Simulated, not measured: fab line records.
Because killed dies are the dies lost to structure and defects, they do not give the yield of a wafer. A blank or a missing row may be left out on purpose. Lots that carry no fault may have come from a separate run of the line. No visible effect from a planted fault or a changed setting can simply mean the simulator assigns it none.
Chamber matching + flow nand harc + NHARC_P_CONTACT_STRIP_28 on rie diel-01 has 4 sister chambers
The step strips in O2. 8 wafers are shown with their chamber, then 7 later ones without.

EACH WAFER AND ITS CHAMBER
| wafer  | chamber | drypump motor current A (A) | rf vpp V (V) |
|--------|---------|-----------------------------|--------------|
| L722.4 | 1       | 6.5                         | 57.7         |
| L735.1 | 3       | 5.3                         | 56.7         |
| L735.2 | 2       | 5.6                         | 58.2         |
| L735.6 | 3       | 5.3                         | 58.1         |
| L736.2 | 2       | 5.5                         | 57.9         |
| L736.5 | 1       | 6.5                         | 58.2         |
| L737.4 | 0       | 5.3                         | 56.6         |
| L737.5 | 0       | 5.3                         | 55.4         |

WAFERS MISSING THEIR CHAMBER
| wafer  | drypump motor current A (A) | rf vpp V (V) |
|--------|-----------------------------|--------------|
| L737.6 | 6.6                         | 57.2         |
| L738.4 | 6.5                         | 57.4         |
| L738.5 | 5.6                         | 58.2         |
| L738.6 | 5.3                         | 58.2         |
| L741.2 | 5.3                         | 58.4         |
| L741.5 | 5.3                         | 58.0         |
| L741.6 | 6.6                         | 59.5         |

THE CHAMBER EACH PASSED THROUGH
| wafer  | from the rows above | in truth                   |
|--------|---------------------|----------------------------|
| L737.6 | 1                   | 1                          |
| L738.4 | 1                   | 1                          |
| L738.5 | 2                   | 2                          |
| L738.6 | 3                   | 3                          |
| L741.2 | 3                   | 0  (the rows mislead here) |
| L741.5 | 3                   | 3                          |
| L741.6 | 1                   | 1                          |
6 of 7 placed correctly. From these rows, 0 cannot be placed. Placed wrongly: 1.
How it was worked out, from the rows above alone: a wafer's distance from a chamber is the root of the sum, over the readings, of the square of ((its reading less the chamber's mean) divided by the reading's scatter). The wafer belongs to the nearest chamber; if the next one is less than 2 further off, it can't be placed. For every chamber, the mean is computed from those of its wafers that are shown. How the scatter is found: for the shown wafers, subtract from each reading the mean of its chamber, square and add these, divide the total by (wafers less chambers), then take the root.
